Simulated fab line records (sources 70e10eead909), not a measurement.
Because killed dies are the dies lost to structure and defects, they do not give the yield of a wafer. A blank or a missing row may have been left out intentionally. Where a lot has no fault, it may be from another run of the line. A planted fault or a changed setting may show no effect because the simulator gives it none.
fab line records	flow nand-harc
record lots=13	wafers=39	last-day=33
route steps=1302 shown A_ZERO_WELL@405 A_SOURCE_PLATE@420 A_ONON_D1@431 END@1302
lots untouched by any fault: they come from a run of this same line in which no faults occurred
start-h: hours from the record's opening day to when the first of the lot's shown wafers began	wait-h: hours since the lot's step before	" as in the row above	L1.1+2: a row that stands for several wafers	- no value, or no start given	* or withheld: withheld	< > ~ a bound
route shown NAME@n: names a module that has steps shown in the file, with the first one's number in the route	usual: mean/standard deviation of fault-free wafers	same: alike in all rows	chamber/n: place in a boat	sites: readings site by site	_std_site: the standard deviation of these	_edge_site: mean of outer sites minus mean of inner sites	radius-mm: how far each site lies from the wafer's centre	mask NAME#n: copy n	behind: the most recent tool/chamber to have shaped the wafer	hold: why the lot went on hold/how many hours it stayed there/how the hold came to an end	device: the transistor (n, p or np) that didn't switch	end of line: tests run on the same wafers once the route is complete	a step given without rows: its recipe and nothing more	killed: not the wafer's yield, but the dies lost to structure and defects at the first sort	map: the dies of a wafer, with x for killed, . for not killed, _ for no die there
set.NAME: the run value of the setting; set.NAME@STEP: its run value at that earlier step	model.NAME: the simulator's own value behind a step, which no gauge read
route steps across a sampled set of lots; one table per step, one row per wafer
services: a tool's chamber out of use, with start hour (start-h, from the record's first day; less than 0 if before it), hours out, and reason
## steps
# step NHARC_A_ZERO_WELL_ETCH_13
# recipe target-depth-a=1200	time-s=40.1	hbr-flow-sccm=150	cl2-flow-sccm=50	rf-w=400	icp-w=400	bias-w=100	chemistry=HBr/Cl2
# usual chamber-pressure-mTorr=14.999/0.013	drypump-motor-current-A=5.5/0.44	oes-product-au=1.002/0.0079	throttle-valve-pct=26.405/0.0089
lot.wafer	tool	chamber	start-h	wait-h	chamber-pressure-mTorr	drypump-motor-current-A	oes-product-au	rf-hours-counter-h	throttle-valve-pct
L926.1	rie-si-05	0	141.64	-	15.022	5.6	1.006	0.0	26.412
L926.6	"	0	"	"	14.992	5.6	0.998	-	26.395
L926.5	"	1	"	"	15.017	5.1	1.009	-	26.397
L929.1	rie-si-03	3	167.93	-	15.010	5.3	1.011	0.7	26.393
L929.2	"	1	"	"	14.987	5.2	0.992	0.9	26.404
L929.6	"	3	"	"	15.013	5.3	1.009	-	26.404
L928.1	rie-si-03	1	169.99	-	15.001	5.2	1.001	0.9	26.424
L928.3	"	3	"	"	15.023	5.3	0.996	0.8	26.408
L928.5	"	0	"	"	15.015	6.0	1.013	-	26.405
L930.2	rie-si-05	2	181.57	-	14.998	6.4	1.000	0.4	26.414
L930.5	"	1	"	"	15.011	5.1	1.020	-	26.400
L930.4	"	2	"	"	15.000	6.4	1.003	-	26.403
L931.3	rie-si-04	2	190.46	-	14.990	5.1	1.007	0.2	26.402
L931.6	"	1	"	"	14.973	5.4	1.000	-	26.396
L931.5	"	2	"	"	15.003	5.1	1.009	-	26.409
L933.4	rie-si-04	1	214.04	-	15.011	5.4	1.011	0.2	26.405
L933.3	"	3	"	"	15.006	5.6	1.000	0.2	26.396
L933.5	"	0	"	"	15.007	5.3	0.995	-	26.409
L935.1	rie-si-05	0	228.01	-	15.003	5.6	1.008	0.8	26.425
L935.4	"	1	"	"	14.999	5.1	1.011	-	26.420
L935.5	"	2	"	"	15.007	6.4	0.996	-	26.400
L937.3	rie-si-04	3	247.13	-	14.987	5.6	0.996	0.4	26.418
L937.6	"	0	"	"	15.029	5.4	0.991	-	26.415
L937.5	"	1	"	"	15.021	5.4	0.991	-	26.404
L939.2	rie-si-05	3	269.15	-	15.010	5.4	0.993	0.3	26.421
L939.5	"	0	"	"	15.007	5.6	1.004	-	26.399
L939.6	"	1	"	"	14.990	5.1	0.999	-	26.418
L940.4	rie-si-05	1	283.51	-	14.994	5.1	1.010	1.1	26.402
L940.5	"	0	"	"	14.977	5.6	1.013	-	26.412
L940.6	"	1	"	"	14.999	5.1	1.001	-	26.408
L942.4	rie-si-03	3	308.28	-	14.984	5.3	1.011	0.6	26.409
L942.2	"	0	"	"	14.991	6.0	1.002	0.5	26.400
L942.5	"	0	"	"	15.010	6.0	0.991	-	26.410
L948.3	rie-si-03	0	361.91	-	14.986	6.0	0.992	0.8	26.422
L948.2	"	1	"	"	14.995	5.2	0.996	0.8	26.403
L948.5	"	3	"	"	14.995	5.3	1.010	-	26.391
L949.3	rie-si-03	1	365.22	-	14.993	5.2	0.995	0.8	26.412
L949.2	"	2	"	"	14.979	5.0	0.993	0.9	26.387
L949.5	"	1	"	"	15.001	5.2	0.991	-	26.407
# step NHARC_A_SOURCE_PLATE_THK_MEAS_06
# recipe thk-meas-gauge=ellipsometry
# usual thk-nm=199.8/2.3
lot.wafer	tool	chamber	start-h	wait-h	thk-nm
L926.1	film-metro-02	-	162.36	0.4	198.5
L926.5	"	-	"	"	198.5
L926.6	"	-	"	"	198.3
L929.1	film-metro-02	-	190.55	0.4	201.1
L929.2	"	-	"	"	201.5
L929.6	"	-	"	"	199.8
L928.1	film-metro-01	-	190.55	0.4	199.2
L928.3	"	-	"	"	194.0
L928.5	"	-	"	"	198.1
L930.2	film-metro-02	-	204.03	0.4	202.9
L930.4	"	-	"	"	201.9
L930.5	"	-	"	"	202.6
L931.3	film-metro-02	-	211.68	0.4	198.6
L931.5	"	-	"	"	200.2
L931.6	"	-	"	"	200.5
L933.3	film-metro-02	-	235.45	0.4	201.6
L933.4	"	-	"	"	201.1
L933.5	"	-	"	"	201.6
L935.1	film-metro-02	-	251.75	0.4	200.8
L935.4	"	-	"	"	200.9
L935.5	"	-	"	"	201.0
L937.3	film-metro-01	-	270.09	0.4	200.5
L937.5	"	-	"	"	201.9
L937.6	"	-	"	"	199.8
L939.2	film-metro-01	-	289.51	0.4	200.6
L939.5	"	-	"	"	196.3
L939.6	"	-	"	"	197.7
L940.4	film-metro-01	-	304.91	0.4	200.2
L940.5	"	-	"	"	199.5
L940.6	"	-	"	"	199.2
L942.2	film-metro-02	-	331.02	0.4	198.3
L942.4	"	-	"	"	198.0
L942.5	"	-	"	"	197.8
L948.2	film-metro-01	-	383.77	0.4	201.7
L948.3	"	-	"	"	202.9
L948.5	"	-	"	"	203.2
L949.2	film-metro-01	-	383.78	0.4	201.4
L949.3	"	-	"	"	201.0
L949.5	"	-	"	"	199.4
# step NHARC_A_ONON_D1_THK_MEAS_11
# recipe thk-meas-gauge=ellipsometry
# usual thk-nm=999/11
lot.wafer	tool	chamber	start-h	wait-h	thk-nm
L926.1	film-metro-01	-	165.04	-	996
L926.5	"	-	"	"	997
L926.6	"	-	"	"	997
L929.1	film-metro-02	-	192.89	-	1006
L929.2	"	-	"	"	1005
L929.6	"	-	"	"	1006
L928.1	film-metro-01	-	192.92	-	998
L928.3	"	-	"	"	997
L928.5	"	-	"	"	998
L930.2	film-metro-01	-	206.39	-	1010
L930.4	"	-	"	"	1008
L930.5	"	-	"	"	1008
L931.3	film-metro-02	-	214.07	-	999
L931.5	"	-	"	"	999
L931.6	"	-	"	"	999
L933.3	film-metro-01	-	237.80	-	1033
L933.4	"	-	"	"	1033
L933.5	"	-	"	"	1032
L935.1	film-metro-02	-	254.09	-	997
L935.4	"	-	"	"	998
L935.5	"	-	"	"	996
L937.3	film-metro-01	-	272.45	-	1006
L937.5	"	-	"	"	1005
L937.6	"	-	"	"	1005
L939.2	film-metro-01	-	291.86	-	987
L939.5	"	-	"	"	986
L939.6	"	-	"	"	988
L940.4	film-metro-01	-	307.30	-	986
L940.5	"	-	"	"	988
L940.6	"	-	"	"	988
L942.2	film-metro-01	-	333.38	-	988
L942.4	"	-	"	"	987
L942.5	"	-	"	"	987
L948.2	film-metro-01	-	386.11	-	1006
L948.3	"	-	"	"	1007
L948.5	"	-	"	"	1011
L949.2	film-metro-01	-	386.12	-	999
L949.3	"	-	"	"	1000
L949.5	"	-	"	"	999
# step NHARC_A_ONON_D1_DEP_22
# recipe target-thk-a=10000	n2-flow-sccm=2750	n2o-flow-sccm=2000	nh3-flow-sccm=500	sih4-flow-sccm=210	temp-c=400
lot.wafer	tool	chamber	start-h	wait-h
L926.1+5+6	pecvd-onon-04	0	173.72	0.1
L929.1+2+6	pecvd-onon-01	0	204.59	0.1
L928.1+3+5	pecvd-onon-03	0	204.61	0.1
L930.2+4+5	pecvd-onon-03	0	215.37	0.1
L931.3+5+6	pecvd-onon-03	0	223.36	0.2
L933.3+4+5	pecvd-onon-01	0	246.65	0.2
L935.1+4+5	pecvd-onon-03	0	263.05	0.1
L937.3+5+6	pecvd-onon-04	0	281.53	0.2
L939.2+5+6	pecvd-onon-03	0	300.94	0.1
L940.4+5+6	pecvd-onon-03	0	316.46	0.2
L942.2+4+5	pecvd-onon-03	0	342.78	0.1
L949.2+3+5	pecvd-onon-04	0	397.90	0.1
L948.2+3+5	pecvd-onon-03	0	397.90	0.1
# step NHARC_A_ONON_D1_THK_MEAS_24
# recipe thk-meas-gauge=ellipsometry
# usual thk-nm=1001/11
lot.wafer	tool	chamber	start-h	wait-h	thk-nm
L926.1	film-metro-02	-	174.23	-	1014
L926.5	"	-	"	"	1015
L926.6	"	-	"	"	1014
L929.1	film-metro-02	-	205.10	-	993
L929.2	"	-	"	"	995
L929.6	"	-	"	"	996
L928.1	film-metro-01	-	205.12	-	1028
L928.3	"	-	"	"	1029
L928.5	"	-	"	"	1026
L930.2	film-metro-01	-	215.82	-	987
L930.4	"	-	"	"	987
L930.5	"	-	"	"	988
L931.3	film-metro-02	-	223.75	-	991
L931.5	"	-	"	"	989
L931.6	"	-	"	"	989
L933.3	film-metro-02	-	247.05	-	999
L933.4	"	-	"	"	999
L933.5	"	-	"	"	999
L935.1	film-metro-01	-	263.55	-	987
L935.4	"	-	"	"	989
L935.5	"	-	"	"	988
L937.3	film-metro-02	-	281.92	-	1002
L937.5	"	-	"	"	1001
L937.6	"	-	"	"	1001
L939.2	film-metro-02	-	301.40	-	999
L939.5	"	-	"	"	1000
L939.6	"	-	"	"	997
L940.4	film-metro-01	-	316.79	-	284
L940.5	"	-	"	"	284
L940.6	"	-	"	"	282
L942.2	film-metro-01	-	343.23	-	299
L942.4	"	-	"	"	297
L942.5	"	-	"	"	299
L948.2	film-metro-01	-	398.35	-	1021
L948.3	"	-	"	"	1022
L948.5	"	-	"	"	1020
L949.2	film-metro-02	-	398.35	-	1007
L949.3	"	-	"	"	1008
L949.5	"	-	"	"	1006
# step NHARC_END_SORT_01
# recipe temp-c=25
# usual killed-at-array=51/17	killed-at-other=1.6/2.1	killed-at-periphery=4/3.2	killed-dies=57/18	killed-open=2.9/1.7	killed-short=2.3/1.3
# same gross-dies=677
lot.wafer	tool	chamber	start-h	wait-h	killed-at-array	killed-at-other	killed-at-periphery	killed-dies	killed-open	killed-short
L926.1	prober-01	0	567.55	2.5	63	2	2	67	3	5
L926.5	prober-01	0	570.82	3.8	58	0	1	59	1	1
L926.6	prober-01	0	571.64	4.1	61	0	0	61	1	3
L928.1	prober-01	0	591.28	2.5	50	5	2	57	6	3
L928.3	prober-01	0	592.85	3.1	50	0	4	54	4	2
L928.5	prober-01	0	594.43	3.7	41	1	2	44	2	0
L935.1	prober-02	0	675.81	2.5	65	2	14	81	6	4
L935.4	prober-02	0	678.19	3.4	55	0	13	68	2	3
L935.5	prober-02	0	678.98	3.7	62	4	12	78	4	2
L940.4	prober-01	0	708.39	3.4	671	1	5	677	2	5
L940.5	prober-01	0	709.20	3.7	673	0	4	677	2	2
L940.6	prober-01	0	710.00	4.0	667	2	8	677	2	3
L942.2	prober-02	0	716.06	2.8	672	5	0	677	3	1
L942.4	prober-02	0	717.69	3.4	673	3	1	677	2	1
L942.5	prober-02	0	718.50	3.8	676	1	0	677	1	3
# killed by level:class
L926.1 A_CHANNEL_HOLE_D1:chamber-film-flake=25 A_SLIT:chamber-film-flake=11 A_CHANNEL_HOLE_D2:chamber-film-flake=8 A_CONTACT:chamber-film-flake=7 A_ZERO_WELL:chamber-film-flake=3 A_CONTACT:unspecified=3 P_M0:geometric-particle:open=1 P_M1:geometric-particle:short=1
L926.5 A_CHANNEL_HOLE_D1:chamber-film-flake=24 A_SLIT:chamber-film-flake=18 A_CHANNEL_HOLE_D2:chamber-film-flake=7 A_CONTACT:chamber-film-flake=6 P_STI:geometric-particle:open=1 A_CHANNEL_FILL_D2:geometric-particle:short=1 A_ZERO_WELL:chamber-film-flake=1 A_STAIRCASE:chamber-film-flake=1
L926.6 A_CHANNEL_HOLE_D1:chamber-film-flake=24 A_SLIT:chamber-film-flake=20 A_CHANNEL_HOLE_D2:chamber-film-flake=3 A_CONTACT:chamber-film-flake=3 A_ZERO_WELL:chamber-film-flake=2 A_CHANNEL_FILL_D1:chamber-film-flake=2 A_DECK1_JOINT:chamber-film-flake=2 A_ONON_D2:geometric-particle:short=1
L928.1 A_CHANNEL_HOLE_D1:chamber-film-flake=32 A_CHANNEL_HOLE_D2:chamber-film-flake=6 THIN_TSV:chamber-film-flake=5 A_SOURCE_PLATE:geometric-particle:open=2 P_CONTACT:geometric-particle:open=1 P_M2:geometric-particle:open=1 A_SOURCE_PLATE:geometric-particle:short=1 A_CHANNEL_HOLE_D1:geometric-particle:short=1
L928.3 A_CHANNEL_HOLE_D1:chamber-film-flake=30 A_CHANNEL_HOLE_D2:chamber-film-flake=9 A_STAIRCASE:chamber-film-flake=5 A_CHANNEL_FILL_D1:geometric-particle:short=2 P_M2:chamber-film-flake=2 P_CONTACT:geometric-particle:open=1 P_M0:geometric-particle:open=1 A_CHANNEL_FILL_D2:geometric-particle:open=1
L928.5 A_CHANNEL_HOLE_D1:chamber-film-flake=22 A_CHANNEL_HOLE_D2:chamber-film-flake=9 A_STAIRCASE:chamber-film-flake=3 A_CONTACT:chamber-film-flake=2 P_M2:geometric-particle:open=1 A_SGD_CUT:geometric-particle:open=1 P_GATE:chamber-film-flake=1 A_CHANNEL_FILL_D1:chamber-film-flake=1
L935.1 A_CHANNEL_HOLE_D1:chamber-film-flake=33 A_CHANNEL_HOLE_D2:chamber-film-flake=11 P_M1:chamber-film-flake=7 P_CONTACT:chamber-film-flake=4 A_STAIRCASE:chamber-film-flake=4 A_CONTACT:chamber-film-flake=4 A_WL_FILL:chamber-film-flake=3 A_WL_FILL:geometric-particle:short=2
L935.4 A_CHANNEL_HOLE_D1:chamber-film-flake=27 A_CHANNEL_HOLE_D2:chamber-film-flake=11 A_STAIRCASE:chamber-film-flake=8 P_M1:chamber-film-flake=5 P_CONTACT:chamber-film-flake=4 A_CHANNEL_FILL_D1:chamber-film-flake=2 A_WL_FILL:chamber-film-flake=2 P_CONTACT:geometric-particle:open=1
L935.5 A_CHANNEL_HOLE_D1:chamber-film-flake=26 A_CHANNEL_HOLE_D2:chamber-film-flake=11 A_STAIRCASE:chamber-film-flake=11 A_CONTACT:chamber-film-flake=6 P_CONTACT:chamber-film-flake=5 P_M1:chamber-film-flake=4 THIN_TSV:chamber-film-flake=4 P_STI:chamber-film-flake=2
L940.4 A_ONON_D1:area-dep=650 A_SLIT:chamber-film-flake=5 A_CHANNEL_HOLE_D1:chamber-film-flake=4 P_GATE:chamber-film-flake=3 A_CONTACT:chamber-film-flake=3 A_CHANNEL_FILL_D2:geometric-particle:open=2 A_CHANNEL_FILL_D2:geometric-particle:short=2 P_M1:chamber-film-flake=2
L940.5 A_ONON_D1:area-dep=659 A_CHANNEL_HOLE_D1:chamber-film-flake=4 A_CONTACT:chamber-film-flake=4 A_SLIT:chamber-film-flake=2 P_GATE:geometric-particle:open=1 A_CHANNEL_HOLE_D1:geometric-particle:open=1 A_CHANNEL_FILL_D1:geometric-particle:short=1 A_M1:geometric-particle:short=1
L940.6 A_ONON_D1:area-dep=646 A_CHANNEL_HOLE_D1:chamber-film-flake=9 P_GATE:chamber-film-flake=3 A_CONTACT:chamber-film-flake=3 P_ZERO_WELL:chamber-film-flake=2 P_M1:chamber-film-flake=2 A_SLIT:chamber-film-flake=2 THIN_TSV:chamber-film-flake=2
L942.2 A_ONON_D1:area-dep=610 A_CHANNEL_HOLE_D1:chamber-film-flake=31 A_SLIT:chamber-film-flake=24 THIN_TSV:chamber-film-flake=4 A_ONON_D2:geometric-particle:short=1 A_SGD_CUT:geometric-particle:open=1 A_M0:geometric-particle:open=1 STARTING-WAFER:geometric-particle:open=1
L942.4 A_ONON_D1:area-dep=604 A_CHANNEL_HOLE_D1:chamber-film-flake=30 A_SLIT:chamber-film-flake=30 THIN_TSV:chamber-film-flake=3 A_CONTACT:chamber-film-flake=2 P_GATE:geometric-particle:short=1 A_CHANNEL_FILL_D1:geometric-particle:open=1 A_ONON_D2:geometric-particle:open=1
L942.5 A_ONON_D1:area-dep=615 A_SLIT:chamber-film-flake=28 A_CHANNEL_HOLE_D1:chamber-film-flake=23 A_M1:chamber-film-flake=2 A_CHANNEL_FILL_D1:geometric-particle:short=1 A_CHANNEL_FILL_D1:geometric-particle:open=1 A_CONTACT:chamber-film-flake=1 A_ONON_D2:geometric-particle:short=1
## services
tool	chamber	start-h	hours	kind
rie-si-04	2	120.47	4.7	repair
rie-si-05	-	128.00	9.0	pm
rie-si-05	0	128.00	9.0	vent-cycle
rie-si-05	1	128.00	9.0	vent-cycle
rie-si-05	2	128.00	9.0	vent-cycle
pecvd-onon-04	-	130.00	13.0	pm
rie-si-05	3	137.49	97.0	repair
rie-si-04	-	165.00	9.0	pm
rie-si-03	2	181.27	6.4	repair
rie-si-03	1	181.30	25.7	repair
rie-si-03	-	185.28	0.6	repair
rie-si-03	-	192.72	0.4	repair
rie-si-03	-	221.00	9.0	pm
pecvd-onon-03	-	227.00	13.0	pm
pecvd-onon-01	-	271.49	13.0	pm
rie-si-05	-	305.00	9.0	pm
pecvd-onon-04	-	311.00	13.0	pm
rie-si-03	0	311.95	6.0	repair
rie-si-03	0	334.39	6.1	repair
rie-si-04	-	342.00	9.0	pm
rie-si-05	2	351.98	1.9	repair
rie-si-03	3	362.51	2.5	repair
rie-si-04	2	395.88	1.0	repair
rie-si-03	-	398.00	9.0	pm
## key
first-sign step=NHARC_A_ONON_D1_THK_MEAS_24	reading=thk-nm	direction=down	sigmas=64	usual=1001	struck=291
effect step=NHARC_END_SORT_01	reading=killed-at-array	direction=up	sigmas=36	usual=51	struck=672
more-kills-born-at NHARC_A_ONON_D1_DEP_22@pecvd-onon-03=3784
met-at NHARC_A_ONON_D1_DEP_22
struck-lots L940,L942
struck-wafers L940.4,L940.5,L940.6,L942.2,L942.4,L942.5
later-rows-left-out L940.4,L940.5,L940.6,L942.2,L942.4,L942.5
tester-left-out L940,L942
not-acting-at NHARC_A_ZERO_WELL_ETCH_13,NHARC_A_SOURCE_PLATE_THK_MEAS_06,NHARC_A_ONON_D1_THK_MEAS_11
onset-between 300.94 316.46
fault kind=process-parameter-drift	tool=pecvd-onon-03	chamber=0	onset-h=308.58	steps=NHARC_A_ONON_D1_DEP_22	channel=target-thk-a	offset=*	shape=step	end-h=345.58	acts-in=*	stated=*
# tester-left-out: of these lots the tester's yield and bins aren't shown, on N5 and GAA mostly nor the transistor test; their killed dies are dies lost to structure and defects alone, not to doping, threshold or leakage, so they don't give the yield
# later-rows-left-out: the simulator's readings of these wafers behind a module that went badly wrong aren't trusted and aren't shown, but for the sort
